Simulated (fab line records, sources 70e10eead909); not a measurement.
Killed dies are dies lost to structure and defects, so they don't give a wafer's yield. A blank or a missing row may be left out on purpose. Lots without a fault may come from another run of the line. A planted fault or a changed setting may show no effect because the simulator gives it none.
A struck lot beside a sound one | flow nand_harc | 15 steps out of a route of 1302
Sound: wafers L415.1, L415.2, L415.3. Struck: wafer L416.2. (L416.3, L416.4 of the same lot were not struck and are left out.) The cause comes at the end.
At each step with rows: each side's tool, then ch and its chambers, then its first start. Under that, the readings that differ: sound wafers | struck wafers | difference of the means | sigmas: that difference in standard deviations of wafers without a fault.
alike: readings whose means differ by less than 2 such deviations, and words and numbers that are the same on both sides. not compared: withheld readings, readings that some wafer has no value for, bounds like >300 that may hide the same value, and numbers for which the record gives no deviation and whose values overlap.
The two part at a step that has a row with sigmas, a row that says differs or no value, or rows on one side only. Numbers that don't overlap but have no deviation are shown without sigmas and don't part them. A reading that every wafer of one side lacks parts them only if that side has two wafers or more.

first, 5 steps without rows for these wafers: NHARC_A_CONTACT_SOFTBAKE_37 (time 55 s); NHARC_A_CONTACT_EBR_38; NHARC_A_CONTACT_EXPOSE_39 (exposes mask A CC 3); NHARC_A_CONTACT_PEB_40 (peb time 65 s); NHARC_A_CONTACT_DEVELOP_41 (develop time 35 s).
NHARC_A_CONTACT_CD_MEAS_42: target cd 300 nm.
  sound on cd_sem-01 ch 0, day 21 21:52; struck on cd_sem-01 ch 0, day 22 16:55
  alike: cd_nm
NHARC_A_CONTACT_OVL_MEAS_43:
  sound on overlay-01, day 21 21:58; struck on overlay-01, day 22 16:59
  reading           | sound       | struck | difference | sigmas
  overlay_x_nm (nm) | 1.3 1.5 1.1 | -0.8   | -2.1       | -2
  alike: overlay_y_nm
NHARC_A_CONTACT_INSPECT_44:
  sound on defect_inspect-01, day 21 21:59; struck on defect_inspect-02, day 22 17:02
  alike: raw_defect_count
NHARC_A_CONTACT_DESCUM_47: chemistry O2, time 3 s.
  sound on rie_diel-07 ch 1,2,3, day 21 22:04; struck on rie_diel-07 ch 2, day 22 17:05
  reading                | sound | struck | difference | sigmas
  rf_hours_counter_h (h) | 4 4 4 | 8      | +4         |
  alike: drypump_motor_current_A, oes_product_au, rf_vpp_V, showerhead_plenum_p_Torr, throttle_valve_pct
NHARC_A_CONTACT_ETCH_48: etches the open film in CF4, target depth 39 nm, time 65 s.
  sound on rie_diel-07 ch 0,1,3, day 21 22:10; struck on rie_diel-07 ch 1, day 22 17:21
  reading                | sound                | struck | difference | sigmas
  rf_hours_counter_h (h) | 4 5 4                | 9      | +5         |
  throttle_valve_pct (%) | 13.296 13.295 13.296 | 13.274 | -0.022     | -2
  alike: bias_w, drypump_motor_current_A, oes_product_au, rf_vpp_V, showerhead_plenum_p_Torr
NHARC_A_CONTACT_ETCH_49: etches the open film in N2/H2, target depth 260 nm, time 475.3 s.
  sound on rie_diel-07 ch 1,2,3; struck on rie_diel-07 ch 0
  reading                | sound             | struck | difference | sigmas
  rf_hours_counter_h (h) | 5 4 4             | 8      | +4         |
  rf_vpp_V (V)           | 430.1 434.6 430.5 | 427.5  | -4.2       | -2
  alike: bias_w, drypump_motor_current_A, oes_product_au, showerhead_plenum_p_Torr, throttle_valve_pct
NHARC_A_CONTACT_ETCH_50: etches the open film in CF4/CHF3, target depth 121 nm, time 60.5 s.
  sound on rie_diel-07 ch 0,1,3; struck on rie_diel-07 ch 1
  reading                | sound | struck | difference | sigmas
  rf_hours_counter_h (h) | 4 4 5 | 10     | +6         |
  alike: bias_w, drypump_motor_current_A, oes_product_au, rf_vpp_V, showerhead_plenum_p_Torr, throttle_valve_pct
NHARC_A_CONTACT_ETCH_51: etches the open film in O2/COS, target depth 7000 nm, time 1820 s.
  sound on rie_diel-07 ch 0,2,3, day 21 22:41; struck on rie_diel-07 ch 0, day 22 18:44
  reading                | sound             | struck | difference | sigmas
  oes_product_au (a.u.)  | 0.988 1.009 1.000 | 0.822  | -0.177     | -13
  rf_hours_counter_h (h) | 5 4 5             | 9      | +4         |
  alike: bias_w, drypump_motor_current_A, rf_vpp_V, showerhead_plenum_p_Torr, throttle_valve_pct
NHARC_A_CONTACT_ETCH_111: etches the open film in C4F8/O2/Ar, time 140 s, target depth 700 nm.
  sound on har_cap_etch-03 ch 0,1, day 21 23:54; struck on har_cap_etch-02 ch 1, day 22 19:49
  not compared: rf_hours_counter_h
-- the record jumps here: 3 days lie between the struck wafers' starts before and after (it left off in module A_CONTACT and takes up again in module END, whose first step shown is number 1302 of the route) --
NHARC_END_SORT_01:
  the record has rows for the struck wafers here (prober-02 ch 0, day 25 12:20) and none for the sound ones

WHERE THEY PART
First at NHARC_A_CONTACT_OVL_MEAS_43; last, within this record, at NHARC_END_SORT_01.

WHY: what the simulator had put in
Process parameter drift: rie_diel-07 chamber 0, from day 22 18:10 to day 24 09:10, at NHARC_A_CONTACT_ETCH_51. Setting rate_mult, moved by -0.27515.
